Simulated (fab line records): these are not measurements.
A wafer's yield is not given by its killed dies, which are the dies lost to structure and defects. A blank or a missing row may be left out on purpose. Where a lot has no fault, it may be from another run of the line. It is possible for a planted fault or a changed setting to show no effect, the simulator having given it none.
fab line records	flow n5Finfet
record: lots: 7	wafers: 21
route steps=1938 shown SD_EPI_N@269 SD_EPI_P@321 SD_ACTIVATION@330 HKMG_FIN@392 MOL_CONTACT_COAG@518
startH: hours from the record's opening day to when the first of the lot's shown wafers began	waitH: time in hours since the lot's previous step	" the same as in the row above	L1.1+2: one row covering several wafers at once	- no value, or no start was given	* or withheld: withheld	< > ~ a bound
route shown NAME@n: NAME is a module with steps in the file, n the number in the route of the first one	usual: mean/standard deviation of fault-free wafers	same: alike in all rows	chamber/n: place in a boat	sites: each site's reading	_std_site: how widely they spread, as a standard deviation	_edge_site: outer sites' mean less inner sites'	radiusMm: for every site, how far away it sits from the centre of the wafer	mask NAME#n: copy n	behind: tool/chamber where the wafer was last shaped	hold: why the lot was held/for how many hours/how that ended	device: names the non-switching transistor (n, p or np)	end of line: at the end of the route, the tests of the same wafers	a step with no rows: only its recipe	killed: dies that structure and defects cost at the first sort, which is not the same as the wafer's yield	map: a wafer's dies, x killed, . not, _ none there
set.NAME: the run value of the setting; set.NAME@STEP: its run value at that earlier step	model.NAME: the simulator's own value behind a step, which no gauge read
lots with deliberately changed settings; one table per step, one row per wafer
== steps ==
step: N5_SD_EPI_N_DEVELOP_08
recipe: developTimeS: 30	developer: TMAH	resist: CAR-ArF-block	devTempC: 23	rinseLiquid: diw	dry: airSpin
lot.wafer	tool	chamber	startH	waitH	set.developTimeS
L075.1+3+4	lithoTrack-04	0	-	-	30
L076.1+6	lithoTrack-03	0	-	-	30
L076.2	"	0	"	"	25.05
L077.2	lithoTrack-01	0	-	-	26.82
L077.5+6	"	0	"	"	30
L080.4+5+6	lithoTrack-03	0	-	-	30
L087.1	lithoTrack-01	0	-	-	23.68
L087.2+4	"	0	"	"	30
L089.2+5	lithoTrack-03	0	-	-	33.55
L089.3	"	0	"	"	30
L090.1	lithoTrack-03	0	-	-	30
L090.2+4	"	0	"	"	28.22
step: N5_SD_EPI_N_DESCUM_14
recipe: chemistry: O2	timeS: 7.9	sourcePowerW: 50	biasPowerW: 20	pressureMtorr: 20	rfFrequencyHz: 2.712e+07	tempC: 40	resist: CAR-ArF-block	o2FlowSccm: 225
step: N5_SD_EPI_N_ETCH_34
recipe: chemistry: CF4	target: SiARC	targetDepthA: 455	maskMaterial: CAR-ArF-block	timeS: 75.8	ionEnergyEv: 80	pressureMtorr: 40	sourceW: 545	biasW: 36	Ar_flow_sccm: 100	cf4FlowSccm: 100	ends: cleared
lot.wafer	tool	chamber	startH	waitH	set.spinRpm@SD_EPI_N_COAT_33	model.etch.depthNm	model.CAR-ArF-block_of_SD_EPI_N_COAT_03.thkNm
L075.1	rieDiel-06	0	63.93	0.0	1500	34.85	111.2
L075.3	"	2	"	"	1500	34.91	110.8
L075.4	"	3	"	"	1500	34.79	111
L076.1	rieDiel-01	3	64.33	0.0	1500	34.83	110.8
L076.2	"	0	"	"	1500	34.82	110.8
L076.6	"	1	"	"	1354	36.65	108.8
L077.2	rieDiel-05	3	69.76	0.0	1500	34.85	111.2
L077.5	"	0	"	"	1500	34.96	111.2
L077.6	"	3	"	"	1500	34.88	110.6
L080.4	rieDiel-06	1	83.78	0.0	1500	34.98	110.8
L080.5	"	3	"	"	1500	34.91	110.8
L080.6	"	2	"	"	1500	34.99	110.4
L087.1	rieDiel-06	0	128.68	0.0	1500	34.86	110.8
L087.2	"	3	"	"	1455	35.34	110.8
L087.4	"	1	"	"	1455	35.35	110.6
L089.2	rieDiel-05	0	138.42	0.0	1615	33.67	112.6
L089.3	"	3	"	"	1500	35.06	111.2
L089.5	"	1	"	"	1615	33.74	112.6
L090.1	rieDiel-06	2	149.88	0.0	1438	35.71	110.4
L090.2	"	0	"	"	1500	35.04	111.4
L090.4	"	3	"	"	1438	35.75	110.8
step: N5_SD_EPI_N_ETCH_35
recipe: chemistry: N2/H2	target: SOC	overetchA: 1080	maskMaterial: SiARC	tempC: 40	ionEnergyEv: 100	sourceW: 3000	biasW: 133	pressureMtorr: 20	timeS: 486	n2FlowSccm: 200	h2FlowSccm: 200
step: N5_SD_EPI_N_STRIP_36
recipe: chemistry: N2/H2	tempC: 40	n2FlowSccm: 200	h2FlowSccm: 200	rfFrequencyHz: 6e+07
step: N5_SD_EPI_N_ETCHBACK_44
recipe: chemistry: CH3F/O2	mode: anisotropicEtchback	target: SiNx	targetDepthA: 145	stopOn: SiO2	overEtchFrac: 0.3	ionEnergyEv: 120	pressureMtorr: 30	sourceW: 395	biasW: 73	Ar_flow_sccm: 150	CH3F_flow_sccm: 30	O2_flow_sccm: 20
lot.wafer	tool	chamber	startH	waitH	set.spinRpm@SD_EPI_N_COAT_33	model.SiARC_of_SD_EPI_N_COAT_33.thkNm
L075.1	rieDiel-06	0	64.31	0.0	1500	15.4
L075.3	"	2	"	"	1500	16
L075.4	"	3	"	"	1500	16.2
L076.1	rieDiel-01	3	64.71	0.0	1500	16.2
L076.2	"	0	"	"	1500	15.6
L076.6	"	1	"	"	1354	17.6
L077.2	rieDiel-05	3	70.14	0.0	1500	16
L077.5	"	0	"	"	1500	15.8
L077.6	"	3	"	"	1500	16.2
L080.4	rieDiel-06	1	84.18	0.1	1500	16
L080.5+6	"	3,2	"	"	1500	16.2
L087.1	rieDiel-06	0	129.06	0.0	1500	15.4
L087.2	"	3	"	"	1455	16.6
L087.4	"	1	"	"	1455	16.2
L089.2	rieDiel-05	0	138.80	0.0	1615	14.6
L089.3	"	3	"	"	1500	16.2
L089.5	"	1	"	"	1615	15
L090.1	rieDiel-06	2	150.26	0.0	1438	16.8
L090.2	"	0	"	"	1500	15.4
L090.4	"	3	"	"	1438	17.2
step: N5_SD_EPI_P_EPI_21
recipe: material: SiGe:B	dopant: B	tempC: 550	pressureTorr: 20	ambient: H2	timeS: 355
lot.wafer	tool	chamber	startH	waitH	set.epiGrowthTimeS	model.SiGe-B_of_SD_EPI_P_EPI_21.thkNm
L075.1	epiRpcvd-02	0	69.80	0.2	355	60.4
L075.3	"	0	"	"	355	60.8
L075.4	"	0	"	"	355	60.2
L076.1	epiRpcvd-01	0	70.71	0.1	382.3	63.4
L076.2	"	0	"	"	382.3	64.4
L076.6	"	0	72.51	1.8	355	61
L077.2	epiRpcvd-04	0	76.83	0.5	355	60
L077.5	"	0	77.91	1.5	373.8	63.6
L077.6	"	0	"	"	355	60.8
L080.4+5	epiRpcvd-04	0	91.52	1.1	355	60.8
L080.6	"	0	"	"	341.2	59.4
L087.1	epiRpcvd-02	0	134.57	0.1	355	61.2
L087.2	"	0	"	"	367.9	62.4
L087.4	"	0	"	"	355	61.6
L089.2	epiRpcvd-01	0	144.58	0.5	355	61
L089.3	"	0	"	"	355	61.4
L089.5	"	0	"	"	355	61.6
L090.1	epiRpcvd-04	0	155.92	0.1	355	61.2
L090.2	"	0	"	"	333.4	59
L090.4	"	0	"	"	333.4	59.6
step: N5_SD_EPI_P_HM_STRIP_48
recipe: chemistry: H3PO4	tempC: 160	material: SiNx	target: SiNx	targetDepthA: 30	overetchFraction: 0.3
step: N5_SD_ACTIVATION_RTA_00
recipe: tempC: 975	timeS: 0	ambient: N2	idleTempC: 600	rampUpCPerS: 150	rampDownCPerS: 60	coolToC: 600
step: N5_SD_ACTIVATION_LSA_01
recipe: tempC: 1080	timeS: 0.0008	ambient: N2
step: N5_SD_ACTIVATION_RS_MEAS_03
recipe: thkMeasGauge: four-point-probe
usual: RS_SD_N: 21.87/0.26	RS_SD_P: 56.0/0.84
lot.wafer	tool	chamber	startH	waitH	set.epiGrowthTimeS@SD_EPI_P_EPI_21	RS_SD_N[ohm/sq]	RS_SD_P[ohm/sq]
L075.1	filmMetro-01	-	73.33	0.2	355	21.89	56.2
L075.3	"	-	"	"	355	21.94	55.3
L075.4	"	-	"	"	355	22.34	56.2
L076.1	filmMetro-01	-	73.96	0.2	382.3	21.89	53.4
L076.2	"	-	"	"	382.3	21.38	52.9
L076.6	"	-	"	"	355	21.76	55.6
L077.2	filmMetro-01	-	79.49	0.2	355	22.17	57.4
L077.5	"	-	"	"	373.8	21.80	53.6
L077.6	"	-	"	"	355	22.17	56.6
L080.4	filmMetro-02	-	93.30	0.1	355	22.00	55.9
L080.5	"	-	"	"	355	21.55	55.8
L080.6	"	-	"	"	341.2	21.95	56.9
L087.1	filmMetro-01	-	137.37	0.2	355	21.70	55.5
L087.2	"	-	"	"	367.9	21.84	53.4
L087.4	"	-	"	"	355	21.56	54.3
L089.2	filmMetro-01	-	147.04	0.2	355	21.82	55.1
L089.3	"	-	"	"	355	21.97	54.7
L089.5	"	-	"	"	355	21.72	54.9
L090.1	filmMetro-02	-	158.74	0.2	355	21.96	56.1
L090.2	"	-	"	"	333.4	22.03	57.8
L090.4	"	-	"	"	333.4	22.25	57.1
step: N5_HKMG_FIN_COAT_43
recipe: resist: CAR-ArF	spinRpm: 1500	resistThkNm: 90
lot.wafer	tool	chamber	startH	waitH	set.spinRpm	model.CAR-ArF_of_HKMG_FIN_COAT_43.thkNm
L075.1	lithoTrack-04	0	-	-	1500	89.8
L075.3+4	"	0	"	"	1500	90
L076.1+6	lithoTrack-03	0	-	-	1500	90.2
L076.2	"	0	"	"	1500	89.8
L077.2	lithoTrack-03	0	-	-	1500	90
L077.5	"	0	"	"	1374	94
L077.6	"	0	"	"	1374	93.8
L080.4+5	lithoTrack-02	0	-	-	1500	90.2
L080.6	"	0	"	"	1500	90.4
L087.1+2	lithoTrack-04	0	-	-	1393	93.4
L087.4	"	0	"	"	1500	90
L089.2	lithoTrack-04	0	-	-	1500	89.2
L089.3	"	0	"	"	1500	89.6
L089.5	"	0	"	"	1384	93.4
L090.1+2	lithoTrack-02	0	-	-	1500	90.4
L090.4	"	0	"	"	1545	88.8
step: N5_HKMG_FIN_DEVELOP_48
recipe: developTimeS: 30	developer: TMAH	resist: CAR-ArF	rinseLiquid: diw	dry: airSpin	devTempC: 23
lot.wafer	tool	chamber	startH	waitH	set.developTimeS	set.spinRpm@HKMG_FIN_COAT_43	model.CAR-ArF_of_HKMG_FIN_COAT_43.thkNm
L075.1	lithoTrack-04	0	-	-	30	1500	88
L075.3	"	0	"	"	30	1500	88.4
L075.4	"	0	"	"	30	1500	88.2
L076.1	lithoTrack-03	0	-	-	30	1500	88.4
L076.2	"	0	"	"	30	1500	88.2
L076.6	"	0	"	"	35.85	1500	88.4
L077.2	lithoTrack-03	0	-	-	30	1500	88.4
L077.5	"	0	"	"	30	1374	92.4
L077.6	"	0	"	"	33.43	1374	92
L080.4	lithoTrack-04	0	-	-	30	1500	88.6
L080.5	"	0	"	"	30	1500	88.4
L080.6	"	0	"	"	27.14	1500	88.8
L087.1	lithoTrack-02	0	-	-	35.7	1393	91.6
L087.2	"	0	"	"	30	1393	91.8
L087.4	"	0	"	"	30	1500	88.4
L089.2	lithoTrack-04	0	-	-	35.3	1500	87.4
L089.3	"	0	"	"	30	1500	87.8
L089.5	"	0	"	"	30	1384	91.8
L090.1	lithoTrack-02	0	-	-	32.95	1500	88.6
L090.2	"	0	"	"	30	1500	88.6
L090.4	"	0	"	"	30	1545	87.2
step: N5_MOL_CONTACT_COAG_COAT_104
recipe: resist: SiARC	tempC: 220	timeS: 60	spinRpm: 1500	resistThkNm: 12
lot.wafer	tool	chamber	startH	waitH	set.spinRpm	model.SiARC_of_MOL_CONTACT_COAG_COAT_104.thkNm
L075.1+3+4	lithoTrack-04	0	-	-	1500	12
L076.1+2	lithoTrack-04	0	-	-	1500	12
L076.6	"	0	"	"	1409	12.4
L077.2+5+6	lithoTrack-01	0	-	-	1500	12
L080.4+5	lithoTrack-01	0	-	-	1500	12
L080.6	"	0	"	"	1423	12.4
L087.1+2+4	lithoTrack-01	0	-	-	1500	12
L089.2	lithoTrack-01	0	-	-	1500	12
L089.3	"	0	"	"	1431	12.2
L089.5	"	0	"	"	1431	12.4
L090.1+4	lithoTrack-04	0	-	-	1637	11.4
L090.2	"	0	"	"	1500	12
step: N5_MOL_CONTACT_COAG_EXPOSE_05
recipe: maskId: CA	na: 0.33	sourceShape: annular	sigmaInner: 0.4	sigmaOuter: 0.8	polarization: unpolarized	defocusNm: 0	doseMj: 38.25
lot.wafer	tool	chamber	startH	waitH	mask	set.doseMj
L075.1+3+4	euvScanner-02	0	103.08	-	CA#0	38.25
L076.1	euvScanner-01	0	104.42	-	CA#0	36.94
L076.2+6	"	0	"	"	CA#0	38.25
L077.2	euvScanner-02	0	108.42	-	CA#0	38.25
L077.5+6	"	0	"	"	CA#0	39.08
L080.4+5+6	euvScanner-02	0	124.22	-	CA#0	38.25
L087.1+4	euvScanner-02	0	167.00	-	CA#0	39.43
L087.2	"	0	"	"	CA#0	38.25
L089.2+3+5	euvScanner-01	0	177.80	-	CA#0	38.25
L090.1+2+4	euvScanner-01	0	187.79	-	CA#0	38.25
step: N5_MOL_CONTACT_COAG_PEB_06
recipe: pebTempC: 100	pebTimeS: 60	resist: CAR-EUV
step: N5_MOL_CONTACT_COAG_DEVELOP_07
recipe: developTimeS: 30	developer: TMAH	resist: CAR-EUV	rinseLiquid: surfactantRinse	dry: airSpin	devTempC: 23
step: N5_MOL_CONTACT_COAG_DESCUM_13
recipe: chemistry: O2	timeS: 7	sourcePowerW: 50	biasPowerW: 20	pressureMtorr: 20	rfFrequencyHz: 2.712e+07	tempC: 40	resist: CAR-EUV	o2FlowSccm: 225
step: N5_MOL_CONTACT_COAG_ETCH_59
recipe: chemistry: N2/H2	target: underlayer	targetDepthA: 130	maskMaterial: CAR-EUV	timeS: 10.4	ionEnergyEv: 200	pressureMtorr: 30	sourceW: 840	biasW: 150	n2FlowSccm: 200	h2FlowSccm: 200	ends: cleared
lot.wafer	tool	chamber	startH	waitH	set.doseMj@MOL_CONTACT_COAG_EXPOSE_05	model.MOL_CONTACT_COAG.cdOffsetNm
L075.1	rieDiel-06	0	103.36	0.0	38.25	0.2
L075.3+4	"	1,2	"	"	38.25	0
L076.1	rieDiel-01	1	105.32	0.0	36.94	-0.8
L076.2	"	0	"	"	38.25	-0.2
L076.6	"	1	"	"	38.25	0
L077.2	rieDiel-06	3	108.78	0.0	38.25	0
L077.5+6	"	0,1	"	"	39.08	0.6
L080.4	rieDiel-06	2	124.88	0.0	38.25	-0.2
L080.5+6	"	3,0	"	"	38.25	0.2
L087.1	rieDiel-01	2	167.29	0.0	39.43	0.8
L087.2	"	3	"	"	38.25	0
L087.4	"	0	"	"	39.43	1
L089.2	rieDiel-06	2	178.52	0.0	38.25	-0.2
L089.3	"	3	"	"	38.25	-0.4
L089.5	"	0	"	"	38.25	0
L090.1+4	rieDiel-05	0,1	188.38	0.0	38.25	0
L090.2	"	3	"	"	38.25	-0.2
step: N5_MOL_CONTACT_COAG_ETCH_105
recipe: chemistry: CF4	target: SiARC	targetDepthA: 156	maskMaterial: CAR-EUV	timeS: 26	ionEnergyEv: 80	pressureMtorr: 40	sourceW: 545	biasW: 36	Ar_flow_sccm: 100	cf4FlowSccm: 100	ends: cleared
lot.wafer	tool	chamber	startH	waitH	set.spinRpm@MOL_CONTACT_COAG_COAT_104	model.etch.depthNm
L075.1	rieDiel-06	0	103.38	0.0	1500	11.97
L075.3	"	1	"	"	1500	11.99
L075.4	"	2	"	"	1500	11.95
L076.1	rieDiel-01	1	105.34	0.0	1500	12.02
L076.2	"	0	"	"	1500	11.99
L076.6	"	1	"	"	1409	12.4
L077.2+5	rieDiel-06	3,0	108.80	0.0	1500	12.03
L077.6	"	1	"	"	1500	12.04
L080.4	rieDiel-06	2	124.90	0.0	1500	12.05
L080.5	"	3	"	"	1500	12.04
L080.6	"	0	"	"	1423	12.39
L087.1	rieDiel-01	2	167.31	0.0	1500	12.02
L087.2	"	3	"	"	1500	12.07
L087.4	"	0	"	"	1500	12.05
L089.2	rieDiel-06	2	178.54	0.0	1500	12.03
L089.3	"	3	"	"	1431	12.29
L089.5	"	0	"	"	1431	12.31
L090.1	rieDiel-05	0	188.40	0.0	1637	11.46
L090.2	"	3	"	"	1500	11.96
L090.4	"	1	"	"	1637	11.44
step: N5_MOL_CONTACT_COAG_ETCH_106
recipe: chemistry: N2/H2	target: SOC	targetDepthA: 800	overetchA: 160	maskMaterial: SiARC	tempC: 40	timeS: 120	ionEnergyEv: 200	pressureMtorr: 30	sourceW: 840	biasW: 150	n2FlowSccm: 200	h2FlowSccm: 200
step: N5_MOL_CONTACT_COAG_STRIP_107
recipe: chemistry: N2/H2	tempC: 40	n2FlowSccm: 200	h2FlowSccm: 200	rfFrequencyHz: 6e+07
step: N5_MOL_CONTACT_COAG_STRIP_108
recipe: chemistry: N2/H2	tempC: 40	n2FlowSccm: 200	h2FlowSccm: 200	rfFrequencyHz: 6e+07
step: N5_MOL_CONTACT_COAG_CONTACT_ETCH_14
recipe: chemistry: C4F6/O2	target: SiO2	targetDepthA: 275	overetchA: 85	maskMaterial: SOC	pressureMtorr: 30	sourceW: 370	biasW: 185	Ar_flow_sccm: 300	C4F6_flow_sccm: 16	O2_flow_sccm: 10	timeS: 20	ionEnergyEv: 259.6
lot.wafer	tool	chamber	startH	waitH	set.doseMj@MOL_CONTACT_COAG_EXPOSE_05	model.MOL_CONTACT_COAG.cdOffsetNm
L075.1	rieDiel-06	0	103.51	0.0	38.25	0
L075.3	"	1	"	"	38.25	-0.4
L075.4	"	2	"	"	38.25	-0.2
L076.1	rieDiel-01	1	105.47	0.0	36.94	-0.8
L076.2+6	"	0,1	"	"	38.25	0
L077.2	rieDiel-06	3	108.92	0.0	38.25	0
L077.5	"	0	"	"	39.08	0.8
L077.6	"	1	"	"	39.08	0.4
L080.4	rieDiel-06	2	125.03	0.0	38.25	-0.2
L080.5	"	3	"	"	38.25	0.2
L080.6	"	0	"	"	38.25	0
L087.1+4	rieDiel-01	2,0	167.44	0.0	39.43	1
L087.2	"	3	"	"	38.25	-0.2
L089.2+3	rieDiel-06	2,3	178.67	0.0	38.25	-0.4
L089.5	"	0	"	"	38.25	0
L090.1	rieDiel-05	0	188.53	0.0	38.25	0.2
L090.2	"	3	"	"	38.25	-0.2
L090.4	"	1	"	"	38.25	0
step: N5_MOL_CONTACT_COAG_STRIP_109
recipe: chemistry: C4F6/O2	resist: SiARC	rfFrequencyHz: 6e+07
step: N5_MOL_CONTACT_COAG_ETCH_15
recipe: chemistry: CH3F/O2	target: SiNx	targetDepthA: 70	maskMaterial: SOC	stopOn: Si:P	overEtchFrac: 0.75	ionEnergyEv: 120	pressureMtorr: 30	sourceW: 395	biasW: 73	Ar_flow_sccm: 150	CH3F_flow_sccm: 30	O2_flow_sccm: 20
lot.wafer	tool	chamber	startH	waitH	set.doseMj@MOL_CONTACT_COAG_EXPOSE_05	model.MOL_CONTACT_COAG.cdOffsetNm
L075.1	rieDiel-06	0	103.55	0.0	38.25	0.2
L075.3+4	"	1,2	"	"	38.25	-0.2
L076.1	rieDiel-01	1	105.50	0.0	36.94	-0.8
L076.2+6	"	0,1	"	"	38.25	0
L077.2	rieDiel-06	3	108.96	0.0	38.25	0
L077.5	"	0	"	"	39.08	1
L077.6	"	1	"	"	39.08	0.4
L080.4	rieDiel-06	2	125.07	0.0	38.25	-0.2
L080.5+6	"	3,0	"	"	38.25	0
L087.1+4	rieDiel-01	2,0	167.48	0.0	39.43	1
L087.2	"	3	"	"	38.25	-0.2
L089.2+3	rieDiel-06	2,3	178.70	0.0	38.25	-0.4
L089.5	"	0	"	"	38.25	-0.2
L090.1	rieDiel-05	0	188.57	0.0	38.25	0.2
L090.2	"	3	"	"	38.25	-0.4
L090.4	"	1	"	"	38.25	0
== key ==
split: step: N5_SD_EPI_N_DEVELOP_08	setting: developTimeS	stated: 30	by: wafer
response none clear
split: step: N5_SD_EPI_P_EPI_21	setting: epiGrowthTimeS	stated: 355	by: wafer
response: step: N5_SD_EPI_P_EPI_21	reading: model.SiGe-B_of_SD_EPI_P_EPI_21.thkNm	change: +0.393	per: 1%	r: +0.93
response: step: N5_SD_ACTIVATION_RS_MEAS_03	reading: RS_SD_P	change: -0.356	per: 1%	r: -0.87
split: step: N5_HKMG_FIN_COAT_43	setting: spinRpm	stated: 1500	by: wafer
response: step: N5_HKMG_FIN_COAT_43	reading: model.CAR-ArF_of_HKMG_FIN_COAT_43.thkNm	change: -0.488	per: 1%	r: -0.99
response: step: N5_HKMG_FIN_DEVELOP_48	reading: model.CAR-ArF_of_HKMG_FIN_COAT_43.thkNm	change: -0.484	per: 1%	r: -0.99
split: step: N5_HKMG_FIN_DEVELOP_48	setting: developTimeS	stated: 30	by: wafer
response none clear
split: step: N5_MOL_CONTACT_COAG_COAT_104	setting: spinRpm	stated: 1500	by: wafer
response: step: N5_MOL_CONTACT_COAG_COAT_104	reading: model.SiARC_of_MOL_CONTACT_COAG_COAT_104.thkNm	change: -0.0676	per: 1%	r: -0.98
response: step: N5_MOL_CONTACT_COAG_ETCH_105	reading: model.etch.depthNm	change: -0.0602	per: 1%	r: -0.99
split: step: N5_MOL_CONTACT_COAG_EXPOSE_05	setting: doseMj	stated: 38.25	by: wafer
response: step: N5_MOL_CONTACT_COAG_ETCH_59	reading: model.MOL_CONTACT_COAG.cdOffsetNm	change: +0.25	per: 1%	r: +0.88
response: step: N5_MOL_CONTACT_COAG_CONTACT_ETCH_14	reading: model.MOL_CONTACT_COAG.cdOffsetNm	change: +0.298	per: 1%	r: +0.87
response: step: N5_MOL_CONTACT_COAG_ETCH_15	reading: model.MOL_CONTACT_COAG.cdOffsetNm	change: +0.307	per: 1%	r: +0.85
split outsideThisFile step=N5_SD_EPI_N_COAT_33 setting=spinRpm
split outsideThisFile: this setting was split too, and the file shows its column; the key of that split is in another file
